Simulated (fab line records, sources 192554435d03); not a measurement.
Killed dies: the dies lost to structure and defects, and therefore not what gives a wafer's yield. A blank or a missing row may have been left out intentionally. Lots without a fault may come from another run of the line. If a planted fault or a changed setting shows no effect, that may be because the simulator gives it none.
Matching of chambers    flow n5_finfet    N5_SPACER0_ALD_07 on ald_sin-04 has 4 sister chambers
The step deposits SiNx, target thk 2 nm. 20 wafers are shown with their chamber, then 10 later ones without.

== WAFERS, EACH WITH ITS CHAMBER ==
wafer   chamber  heater_power_w (W)  chamber_pressure_Torr (Torr)
L075.2  2        775                 1.996
L075.4  3        753                 1.995
L075.6  1        766                 1.995
L076.1  1        775                 1.999
L076.4  2        765                 1.995
L076.6  2        767                 1.995
L077.1  3        746                 1.995
L077.2  0        725                 2.001
L077.5  2        775                 2.013
L080.1  0        745                 2.001
L080.2  1        759                 1.996
L080.5  1        786                 2.001
L083.1  1        742                 2.006
L083.5  0        682                 2.005
L083.6  3        767                 1.999
L087.3  0        692                 2.003
L087.4  2        726                 2.003
L087.6  1        759                 1.995
L090.2  0        650                 1.994
L090.4  2        731                 2.003

SIGNATURES (averages over the wafers above)
reading                chamber 0  chamber 1  chamber 2  chamber 3  scatter within a chamber
heater_power_w         698.80     764.50     756.50     755.33     24.2
chamber_pressure_Torr  2.00080    1.99867    2.00083    1.99633    0.00513
Rule: for a wafer and a chamber, the distance is found by dividing, reading by reading, the gap between the wafer's reading and the chamber's mean by the reading's scatter, squaring, summing and taking the root. If the next closest chamber is less than 2 further off than the closest, the wafer can't be placed; otherwise it belongs to the closest. The scatter: take each reading less its chamber's mean, square it, sum over the shown wafers, divide by the number of wafers less the number of chambers, and take the root.

== WAFERS MISSING THEIR CHAMBER ==
wafer   heater_power_w (W)  chamber_pressure_Torr (Torr)
L090.5  777                 2.002
L091.1  744                 2.005
L091.3  673                 2.004
L091.4  746                 2.000
L092.2  781                 1.992
L092.3  761                 2.002
L092.4  676                 2.004
L096.1  754                 1.996
L096.3  671                 1.995
L096.6  726                 2.004

== CHAMBER TAKEN BY EACH ==
wafer   from the rows above                in truth
L090.5  can't be placed: 1 or 2 or 3       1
L091.1  can't be placed: 2 or 1 or 3 or 0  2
L091.3  0                                  0
L091.4  can't be placed: 2 or 1 or 3 or 0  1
L092.2  can't be placed: 3 or 1 or 2       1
L092.3  can't be placed: 2 or 1 or 3       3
L092.4  0                                  0
L096.1  can't be placed: 3 or 1 or 2       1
L096.3  can't be placed: 0 or 3            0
L096.6  can't be placed: 0 or 2 or 1 or 3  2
2 of 10 placed correctly. These rows do not allow placing 8 (true chamber among the candidates in 8). 0 placed wrongly.
